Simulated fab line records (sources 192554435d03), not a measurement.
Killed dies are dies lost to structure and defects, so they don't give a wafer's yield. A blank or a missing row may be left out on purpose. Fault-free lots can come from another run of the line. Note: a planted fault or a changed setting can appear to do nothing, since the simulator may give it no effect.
Split-lot trial | flow n5_finfet | route with 1938 steps; 7 lots, 21 wafers read

## ON THE SPLIT
At N5_FIN_SAQP_PECVD_06 (deposits a-Si from SiH4/He, target thk 60 nm, time 48.1 s), the setting time_s was moved away from the recipe's 48.1 s on 10 of the 21 wafers read, by -13.0% to +13.5%. The other wafers ran this setting at the recipe's value.

## FROM THE SPLIT TO THE READING: what the file shows between them, 5 steps
- N5_FIN_SAQP_THK_MEAS_07
- N5_FIN_SAQP_EXPOSE_13: exposes mask FIN CORE, target cd 35.6 nm (also split here: dose_mj)
- N5_FIN_SAQP_PEB_14: peb time 60 s
- N5_FIN_SAQP_DEVELOP_15: develop time 30 s
- N5_FIN_SAQP_CD_MEAS_16: target cd 35.6 nm

## THE READING
oes_product_au, in a.u., at N5_FIN_SAQP_MANDREL_ETCH_22 (etches a-Si in HBr/Cl2, stops on SiNx, target depth 60 nm, bt time 10 s, time 30 s). Typical for fault-free wafers on this fab line: 0.764 a.u., with standard deviation 0.0099 a.u.

wafer  | tool, chamber at the split | time_s as run, s | against the recipe | oes_product_au, a.u. | against lot-mates on the recipe
L075.1 | pecvd-04, 0                | 41.86            | -13.0%             | 0.714                | no lot-mate on the recipe
L075.3 | pecvd-04, 1                | 41.86            | -13.0%             | 0.719                | no lot-mate on the recipe
L075.6 | pecvd-04, 1                | 41.86            | -13.0%             | 0.720                | no lot-mate on the recipe
L077.3 | pecvd-02, 1                | 48.1             | recipe             | 0.755                | -
L077.4 | pecvd-02, 2                | 48.1             | recipe             | 0.751                | -
L077.6 | pecvd-02, 0                | 48.1             | recipe             | 0.751                | -
L082.4 | pecvd-01, 0                | 50.07            | +4.1%              | 0.780                | +0.018
L082.5 | pecvd-01, 1                | 50.07            | +4.1%              | 0.775                | +0.013
L082.6 | pecvd-01, 2                | 48.1             | recipe             | 0.762                | -
L089.2 | pecvd-02, 2                | 48.1             | recipe             | 0.750                | -
L089.4 | pecvd-02, 0                | 48.1             | recipe             | 0.754                | -
L089.6 | pecvd-02, 1                | 48.1             | recipe             | 0.775                | -
L092.2 | pecvd-02, 1                | 52.36            | +8.9%              | 0.795                | +0.043
L092.3 | pecvd-02, 0                | 48.1             | recipe             | 0.752                | -
L092.4 | pecvd-02, 0                | 48.1             | recipe             | 0.752                | -
L096.2 | pecvd-02, 1                | 45.65            | -5.1%              | 0.750                | -0.024
L096.5 | pecvd-02, 0                | 48.1             | recipe             | 0.774                | -
L096.6 | pecvd-02, 2                | 45.65            | -5.1%              | 0.747                | -0.027
L097.2 | pecvd-04, 1                | 54.6             | +13.5%             | 0.824                | +0.061
L097.3 | pecvd-04, 2                | 54.6             | +13.5%             | 0.808                | +0.045
L097.6 | pecvd-04, 1                | 48.1             | recipe             | 0.763                | -

FIT RESULTS
A straight line over all 21 wafers: oes_product_au changes by +0.00362 a.u. for each +1% of time_s; r = +0.96; the points scatter about the line by 0.0083 a.u.
The same after taking each lot's own level away (the mean of its wafers on the recipe; 18 wafers): +0.00421 a.u. for each +1%; r = +0.97; scatter 0.0062 a.u.
Per that fit: largest time_s move, reading shift of 0.057 a.u.
Measured against the standard deviation above, the lots' own levels, which go from 0.7520 to 0.7740 a.u., span 2.2 times it.
Hence the slope depends on the lot-to-lot level, as the two fits are not the same.
Check: for one of the wafers moved furthest among these (+13.5%), held out of the fit, the line's prediction against its lot-mates is +0.0535 a.u. It came out at +0.061 a.u. against them.

## THESE WAFERS: OTHER SPLITS
Other splits were also applied to these wafers ahead of the reading. Each is held against what the fit with the lots' levels taken away leaves over:
other split on the same wafers | wafers away from the commonest value | r with oes_product_au (lot level and that fit taken away)
N5_WELL_APT_COAT_02 spin_rpm   | 7                                    | +0.16
N5_WELL_APT_PEB_06 peb_time_s  | 7                                    | -0.13
N5_FIN_SAQP_EXPOSE_13 dose_mj  | 6                                    | -0.01

## THE WHOLE CHAIN: every reading that the file lists as answering this split, in the file's order
step                        | what it does                                                                       | reading                                                                           | change (the file's fit)                   | r (the file's)
N5_FIN_SAQP_PECVD_06        | deposits a-Si from SiH4/He, target thk 60 nm, time 48.1 s                          | a-Si_of_FIN_SAQP_PECVD_06.thk_nm (the simulator's own value, which no gauge read) | +0.557 nm for each +1% of the setting     | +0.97
N5_FIN_SAQP_THK_MEAS_07     |                                                                                    | thk_nm                                                                            | withheld for each +1% of the setting      | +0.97
N5_FIN_SAQP_MANDREL_ETCH_22 | etches a-Si in HBr/Cl2, stops on SiNx, target depth 60 nm, bt time 10 s, time 30 s | oes_product_au                                                                    | +0.00423 a.u. for each +1% of the setting | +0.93
N5_FIN_SAQP_MANDREL_ETCH_22 | etches a-Si in HBr/Cl2, stops on SiNx, target depth 60 nm, bt time 10 s, time 30 s | etch.depth_nm (the simulator's own value, which no gauge read)                    | +0.556 nm for each +1% of the setting     | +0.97
N5_FIN_SAQP_SPACER1_ALD_24  | deposits SiO2, target thk 20.3 nm, pulse time 1 s, purge time 2 s                  | a-Si_of_FIN_SAQP_PECVD_06.thk_nm (the simulator's own value, which no gauge read) | +0.55 nm for each +1% of the setting      | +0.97

## FILE'S OWN FIT
oes_product_au changes by +0.00423 a.u. for each +1% of time_s, r = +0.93.
